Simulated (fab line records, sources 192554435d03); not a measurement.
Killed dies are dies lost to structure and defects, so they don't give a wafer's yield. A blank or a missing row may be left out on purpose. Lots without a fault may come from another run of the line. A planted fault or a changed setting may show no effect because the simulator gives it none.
fab line records | flow n5_finfet
record lots=4 wafers=12 last_day=18
route steps=1938 shown BEOL_M4@1059
lots that met no fault: from a run of the same line without faults
start_h: hours from the record's first day to the start of the lot's first wafer shown | wait_h: hours since the lot's step before | " the same as in the row above | L1.1+2: a row that stands for several wafers | - no value, or no start given | * or withheld: withheld | < > ~ a bound
route shown NAME@n: a module of which the file shows steps, and the number in the route of the first | usual: mean/standard deviation of fault-free wafers | same: alike in all rows | chamber/n: place in a boat | sites: the reading at each site | _std_site: their standard deviation | _edge_site: outer sites' mean less inner sites' | radius_mm: how far each site lies from the wafer's centre | mask NAME#n: copy n | behind: the tool/chamber that last shaped the wafer | hold: why the lot was held/for how many hours/how that ended | device: the transistor (n, p or np) that didn't switch | end of line: the same wafers' tests at the end of the route | a step without rows: its recipe alone | killed: dies lost to structure and defects at the first sort, not the wafer's yield | map: a wafer's dies, x killed, . not, _ none there
set.NAME: the setting as run; set.NAME@STEP: as run at that earlier step | model.NAME: the simulator's own value behind a step, which no gauge read
lots at some steps of the route; a table a step, a row a wafer
services: from which hour (start_h, from the record's first day; less than 0 if before it) a tool's chamber was out of use, for how many hours, and why
## steps
# step N5_BEOL_M4_DESCUM_33
# recipe chemistry=O2 time_s=7 source_power_w=50 bias_power_w=20 pressure_mtorr=20 rf_frequency_hz=2.712e+07 temp_c=40 resist=CAR-EUV o2_flow_sccm=225
# step N5_BEOL_M4_ETCH_77
# recipe chemistry=N2/H2 target=underlayer target_depth_a=65 mask_material=CAR-EUV time_s=5.2 ion_energy_ev=200 pressure_mtorr=30 source_w=840 bias_w=150 n2_flow_sccm=200 h2_flow_sccm=200 ends=cleared
# step N5_BEOL_M4_ETCH_69
# recipe chemistry=CF4 target=SiARC target_depth_a=156 mask_material=CAR-EUV time_s=26 ion_energy_ev=80 pressure_mtorr=40 source_w=545 bias_w=36 Ar_flow_sccm=100 cf4_flow_sccm=100 ends=cleared
# step N5_BEOL_M4_ALD_98
# recipe material=SiO2 target_thk_a=25 temp_c=100 ald_precursor_family=BDEAS ald_co_reactant=O2-plasma pulse_time_s=1 co_reactant_pulse_time_s=1 purge_time_s=2 co_reactant_purge_time_s=2 ald_cycles=17 pressure_torr=2
# step N5_BEOL_M4_ETCHBACK_99
# recipe chemistry=CHF3 target=SiO2 target_depth_a=50 time_s=10.4 source_w=215 bias_w=47 Ar_flow_sccm=200 CHF3_flow_sccm=12 ion_energy_ev=100 pressure_mtorr=30
# step N5_BEOL_M4_ETCH_70
# recipe chemistry=N2/H2 target=SOC target_depth_a=800 overetch_a=240 mask_material=SiARC temp_c=40 time_s=130 ion_energy_ev=200 pressure_mtorr=30 source_w=840 bias_w=150 n2_flow_sccm=200 h2_flow_sccm=200
# step N5_BEOL_M4_STRIP_71
# recipe chemistry=N2/H2 temp_c=40 n2_flow_sccm=200 h2_flow_sccm=200 rf_frequency_hz=6e+07
# step N5_BEOL_M4_STRIP_78
# recipe chemistry=N2/H2 temp_c=40 n2_flow_sccm=200 h2_flow_sccm=200 rf_frequency_hz=6e+07
# step N5_BEOL_M4_VIA_ETCH_34
# recipe chemistry=C4F6/O2 target_depth_a=694 mask_material=SOC pressure_mtorr=15 ion_energy_ev=250 taper_deg=4 time_s=65.9 source_w=350 bias_w=170 Ar_flow_sccm=300 C4F6_flow_sccm=10 O2_flow_sccm=10
# step N5_BEOL_M4_STRIP_83
# recipe chemistry=C4F6/O2 resist=SiARC rf_frequency_hz=6e+07
# step N5_BEOL_M4_STRIP_36
# recipe chemistry=N2/H2 power_w=450 temp_c=40 pressure_mtorr=20 rf_frequency_hz=6e+07 overash_fraction=0.3 bias_power_w=7 h2_frac=0.5 n2_flow_sccm=200 h2_flow_sccm=200
# step N5_BEOL_M4_TRENCH_ETCH_37
# recipe chemistry=C4F6/O2 target_depth_a=555.55 target=SiOC time_s=29.2 ion_energy_ev=250 pressure_mtorr=30 source_w=355 bias_w=185 Ar_flow_sccm=300 C4F6_flow_sccm=10 O2_flow_sccm=10
# usual drypump_motor_current_A=5.6/0.34 oes_f_703_au=0.76/0.069 oes_product_au=0.77/0.072 rf_vpp_V=665/13 run_length_s=52.5/0.44 showerhead_plenum_p_Torr=2.87/0.072 throttle_valve_pct=20.90/0.28
# columns lot.wafer tool chamber start_h wait_h drypump_motor_current_A oes_f_703_au oes_product_au rf_hours_counter_h rf_vpp_V run_length_s showerhead_plenum_p_Torr throttle_valve_pct model.etch.depth_nm model.BEOL_M4.feature_depth_nm
L804.2 rie_diel-03 2 161.75 - 6.2 0.71 0.71 198 670 52.2 2.81 20.85 53.13 53.2
L804.3 " 3 " " 5.1 0.73 0.73 157 660 52.1 2.84 20.84 54.32 54.4
L804.5 " 0 " " 5.3 0.66 0.68 - 668 52.8 2.94 21.46 53.94 54
L816.4 rie_diel-03 2 232.48 - 6.3 0.69 0.69 223 672 50.1 2.80 20.89 49.58 49.6
L816.5 " 0 " " 5.3 0.87 0.91 - 667 52.8 2.94 21.08 55.08 55
L816.6 " 3 " " 5.1 0.71 0.71 - 659 52.6 2.83 20.88 54.61 54.6
L818.2 rie_diel-03 3 248.21 - 5.1 0.70 0.72 190 658 52.1 2.83 20.91 54.94 55
L818.3 " 2 " " 6.3 0.69 0.69 231 669 50.3 2.80 20.90 49.82 49.8
L818.6 " 1 " " 5.8 0.72 0.75 - 686 52.0 2.84 20.73 55.44 55.4
L827.2 rie_diel-01 2 324.81 - 5.7 0.86 0.89 23 677 52.3 2.90 20.87 55.62 55.6
L827.4 " 0 " " 5.7 0.81 0.79 114 664 51.9 2.96 20.48 55.12 55.2
L827.5 " 3 " " 5.5 0.78 0.80 - 664 52.6 2.77 20.66 54.6 54.6
# step N5_BEOL_M4_ETCH_41
# recipe chemistry=CH3F/O2 target=SiCN target_depth_a=299 taper_deg=2 time_s=52.5 ion_energy_ev=120 mask_material=TiN pressure_mtorr=30 source_w=395 bias_w=75 Ar_flow_sccm=150 CH3F_flow_sccm=30 O2_flow_sccm=20
# step N5_BEOL_M4_STRIP_97
# recipe chemistry=N2/H2 time_s=10 power_w=450 temp_c=40 pressure_mtorr=20 rf_frequency_hz=6e+07 bias_power_w=7 n2_flow_sccm=200 h2_flow_sccm=200
# step N5_BEOL_M4_OCD_MEAS_38
# usual trench_depth_nm=55.0/1
# columns lot.wafer tool chamber start_h wait_h trench_depth_nm
L804.2 ocd-02 - 161.91 - 53.4
L804.3 " - " " 54.3
L804.5 " - " " 54.0
L816.4 ocd-02 - 232.64 - 49.4
L816.5 " - " " 54.9
L816.6 " - " " 54.2
L818.2 ocd-01 - 248.36 - 54.6
L818.3 " - " " 49.6
L818.6 " - " " 55.3
L827.2 ocd-01 - 324.96 - 55.8
L827.4 " - " " 55.2
L827.5 " - " " 54.8
# step N5_BEOL_M4_HM_STRIP_39
# recipe chemistry=peroxide_tin_strip material=TiN target_depth_a=250 temp_c=50 time_s=158
# step N5_BEOL_M4_SRD_40
# recipe time_s=30 temp_c=23 rinse_liquid=diw dry=ipa_marangoni
# step N5_BEOL_M4_PRECLEAN_42
# recipe chemistry=residue_remover time_s=60 temp_c=40
# step N5_BEOL_M4_SRD_43
# recipe time_s=30 temp_c=23 rinse_liquid=diw dry=ipa_marangoni
# step N5_BEOL_M4_DEGAS_44
# recipe ambient=vacuum temp_c=250 time_s=60
# step N5_BEOL_M4_PRE_CLEAN_45
# recipe gas=H2/He time_s=30 temp_c=250
# step N5_BEOL_M4_ALD_84
# recipe material=TaN target_thk_a=* temp_c=275 ald_precursor_family=PDMAT ald_co_reactant=NH3 pressure_torr=3 carrier_flow_sccm=1500 pulse_time_s=2 purge_time_s=3 co_reactant_purge_time_s=2 co_reactant_pulse_time_s=3 ald_cycles=30 precursor_vessel_temp_c=75 precursor_vessel_pressure_torr=26.25 precursor_vessel_carrier_sccm=1000
# step N5_BEOL_M4_SURFACE_TREAT_85
# recipe gas=Ar time_s=* ion_energy_ev=* ion_current_ma_cm2=0.5 pressure_mtorr=* ar_flow_sccm=30
# step N5_BEOL_M4_CVD_47
# recipe material=Co target_thk_a=30 temp_c=withheld precursor=CCTBA/H2 pressure_torr=30 time_s=223.8
# step N5_BEOL_M4_SPUTTER_48
# recipe material=Cu target_thk_a=45 temp_c=-20 chamber_pressure_pa=0.07 power_w=withheld time_s=8.29
# step N5_BEOL_M4_ANNEAL_49
# recipe temp_c=400 time_s=240 ambient=vacuum
# step N5_BEOL_M4_SPUTTER_79
# recipe material=Cu target_thk_a=45 temp_c=-20 chamber_pressure_pa=0.07 power_w=withheld time_s=8.29
# step N5_BEOL_M4_ANNEAL_80
# recipe temp_c=400 time_s=240 ambient=vacuum
# step N5_BEOL_M4_SPUTTER_81
# recipe material=Cu target_thk_a=45 temp_c=-20 chamber_pressure_pa=0.07 power_w=withheld time_s=8.29
# step N5_BEOL_M4_ANNEAL_82
# recipe temp_c=400 time_s=240 ambient=vacuum
# step N5_BEOL_M4_SPUTTER_86
# recipe material=Cu target_thk_a=45 temp_c=-20 chamber_pressure_pa=0.07 power_w=withheld time_s=8.29
# step N5_BEOL_M4_ANNEAL_87
# recipe temp_c=400 time_s=240 ambient=vacuum
# step N5_BEOL_M4_SPUTTER_88
# recipe material=Cu target_thk_a=45 temp_c=-20 chamber_pressure_pa=0.07 power_w=withheld time_s=8.29
# step N5_BEOL_M4_ANNEAL_89
# recipe temp_c=400 time_s=240 ambient=vacuum
# step N5_BEOL_M4_SPUTTER_90
# recipe material=Cu target_thk_a=45 temp_c=-20 chamber_pressure_pa=0.07 power_w=withheld time_s=8.29
# step N5_BEOL_M4_ANNEAL_91
# recipe temp_c=400 time_s=240 ambient=vacuum
# step N5_BEOL_M4_SPUTTER_92
# recipe material=Cu target_thk_a=45 temp_c=-20 chamber_pressure_pa=0.07 power_w=withheld time_s=8.29
# step N5_BEOL_M4_ANNEAL_93
# recipe temp_c=400 time_s=240 ambient=vacuum
# step N5_BEOL_M4_SPUTTER_94
# recipe material=Cu target_thk_a=45 temp_c=-20 chamber_pressure_pa=0.07 power_w=withheld time_s=8.29
# step N5_BEOL_M4_ANNEAL_95
# recipe temp_c=400 time_s=240 ambient=vacuum
# step N5_BEOL_M4_CMP_52
# recipe stop_on=SiOC t_overpolish_s=6.8 down_force_psi=1 platen_rpm=50 clearing_platen_down_force_psi=1.5 clearing_platen_rpm=50 post_cmp_clean=cu_alkaline target_thk_nm=40 clearing_platen_pad_velocity_m_s=0.99484 pad_velocity_m_s=0.99484
# usual barrier_field_endpoint_s=24.7/0.7 clearing_platen_rpm=50.001/0.027 motor_current_A=6.0/0.72 overpolish_run_s=6.800/0.0088 time_to_endpoint_s=63/3.2
# columns lot.wafer tool chamber start_h wait_h barrier_field_endpoint_s clearing_platen_rpm motor_current_A overpolish_run_s time_to_endpoint_s model.Cu_of_BEOL_M4_ECD_50.thk_nm
L804.3 cmp-01 2 165.62 0.2 24.5 50.007 6.5 6.804 67 39.8
L804.2 " 0 " " 24.9 49.994 6.2 6.799 67 40.2
L804.5 " 1 " " 25.3 49.989 4.9 6.803 65 38
L816.4 cmp-04 0 236.80 0.2 25.6 50.036 6.2 6.806 62 34.4
L816.6 " 0 " " 25.5 49.986 6.1 6.787 60 40.2
L816.5 " 1 " " 24.2 50.026 5.8 6.796 59 39.4
L818.2 cmp-04 1 251.82 0.2 24.2 49.999 6.0 6.794 62 39.8
L818.3 " 3 " " 25.5 50.062 7.9 6.800 64 33.4
L818.6 " 2 " " 25.0 50.011 6.1 6.795 62 39.8
L827.2 cmp-01 0 328.30 0.2 25.7 49.985 5.8 6.803 65 40.6
L827.4 " 2 " " 26.0 50.007 6.7 6.792 67 40.2
L827.5 " 1 " " 25.4 50.017 5.4 6.789 62 38
# step N5_BEOL_M4_RS_MEAS_58
# recipe thk_meas_gauge=four-point-probe reads=Co_of_BEOL_M4_CO_CAP_55+Cu_of_BEOL_M4_ECD_50+Co_of_BEOL_M4_CVD_47+TaN_of_BEOL_M4_ALD_84
# usual M4_RS=0.68/0.037
# columns lot.wafer tool chamber start_h wait_h M4_RS[ohm/sq]
L804.2 film_metro-02 - 166.19 0.1 0.67
L804.3 " - " " 0.67
L804.5 " - " " 0.71
L816.4 film_metro-01 - 237.36 0.0 0.82
L816.5 " - " " 0.68
L816.6 " - " " 0.66
L818.2 film_metro-02 - 252.38 0.1 0.68
L818.3 " - " " 0.85
L818.6 " - " " 0.67
L827.2 film_metro-01 - 328.86 0.1 0.66
L827.4 " - " " 0.67
L827.5 " - " " 0.71
# step N5_BEOL_M4_RC_MEAS_101
# usual DIBL_N=36.1/1.6 DIBL_P=35.7/1.8 IOFF_N=0.159/0.027 IOFF_P=0.21/0.03 ION_N=673/10 ION_P=462/7.4 SS_N=71.4/0.56 SS_P=73.2/0.61 VT_N=249.7/3 VT_P=-250/3.1
# columns lot.wafer tool chamber start_h wait_h DIBL_N[mV/V] DIBL_P[mV/V] IOFF_N[nA/um] IOFF_P[nA/um] ION_N[uA/um] ION_P[uA/um] SS_N[mV/dec] SS_P[mV/dec] VT_N[mV] VT_P[mV]
L804.2 prober-01 0 166.40 0.2 34.2 34.7 0.137 0.22 668 466 71.4 73.6 250.1 -248
L804.3 " 0 " " 33.8 34.9 0.132 0.22 666 464 71.6 72.7 251.5 -249
L804.5 " 0 " " 34.9 36.6 0.157 0.25 673 471 72.0 73.6 248.1 -244
L816.4 prober-01 0 237.87 0.5 37.7 37.7 0.182 0.25 672 459 71.7 74.1 249.3 -246
L816.5 " 0 " " 34.0 31.8 0.114 0.16 661 456 71.4 72.5 254.6 -254
L816.6 " 0 " " 39.2 39.0 0.219 0.27 674 466 71.7 74.4 243.8 -246
L818.2 prober-02 0 252.58 0.2 33.3 32.8 0.113 0.16 648 452 70.7 72.1 256.3 -254
L818.3 " 0 " " 32.5 32.2 0.104 0.16 653 455 69.9 72.1 256.1 -254
L818.6 " 0 " " 35.3 36.0 0.148 0.21 675 459 70.9 73.1 251.5 -251
L827.2 prober-02 0 329.06 0.2 39.1 38.5 0.197 0.30 681 470 71.4 74.1 245.4 -243
L827.4 " 0 " " 35.9 34.2 0.139 0.20 671 468 70.7 73.6 249.0 -250
L827.5 " 0 " " 38.1 36.9 0.179 0.26 678 473 71.4 73.8 247.1 -244
## services
# columns tool chamber start_h hours kind
rie_diel-03 0 170.10 5.9 repair
cmp-04 - 173.75 4.0 pm
cmp-04 - 177.75 - consumable_replace:conditioner
cmp-04 - 177.75 - consumable_replace:pad
cmp-01 - 188.53 14.5 pm
rie_diel-03 0 190.51 - clean
rie_diel-03 0 190.51 - consumable_replace:focus_ring
rie_diel-03 0 190.51 12.7 scheduled_down
rie_diel-03 0 190.51 12.7 vent_cycle
cmp-04 - 194.82 0.4 repair
rie_diel-01 0 198.22 3.0 repair
cmp-01 - 229.65 3.2 repair
cmp-01 - 238.96 0.3 repair
cmp-04 - 247.56 1.2 repair
cmp-04 - 255.29 0.5 repair
cmp-04 - 261.01 0.4 repair
rie_diel-03 2 263.59 3.8 repair
cmp-04 - 308.56 6.1 pm
rie_diel-03 2 313.92 - clean
rie_diel-03 2 313.92 - consumable_replace:focus_ring
rie_diel-03 2 313.92 18.7 scheduled_down
rie_diel-03 2 313.92 18.7 vent_cycle
rie_diel-03 0 317.64 4.0 repair
cmp-01 - 320.16 4.0 pm
## key
first_sign step=N5_BEOL_M4_TRENCH_ETCH_37 reading=run_length_s direction=down sigmas=5.2 usual=* struck=*
effect step=N5_BEOL_M4_OCD_MEAS_38 reading=trench_depth_nm direction=down sigmas=5.4 usual=55.0 struck=49.5
effect step=N5_BEOL_M4_RS_MEAS_58 reading=M4_RS direction=up sigmas=4.1 usual=0.68 struck=0.83
model_effect step=N5_BEOL_M4_TRENCH_ETCH_37 value=etch.depth_nm without=52.91 struck=49.7
model_effect step=N5_BEOL_M4_CMP_52 value=Cu_of_BEOL_M4_ECD_50.thk_nm without=37.1 struck=33.9
met_at N5_BEOL_M4_TRENCH_ETCH_37
struck_wafers L816.4,L818.3
onset_between 161.75 232.48
fault kind=process_parameter_drift tool=rie_diel-03 chamber=2 onset_h=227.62 steps=N5_BEOL_M4_TRENCH_ETCH_37 channel=time_s offset=* shape=step end_h=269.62 acts_in=* stated=*
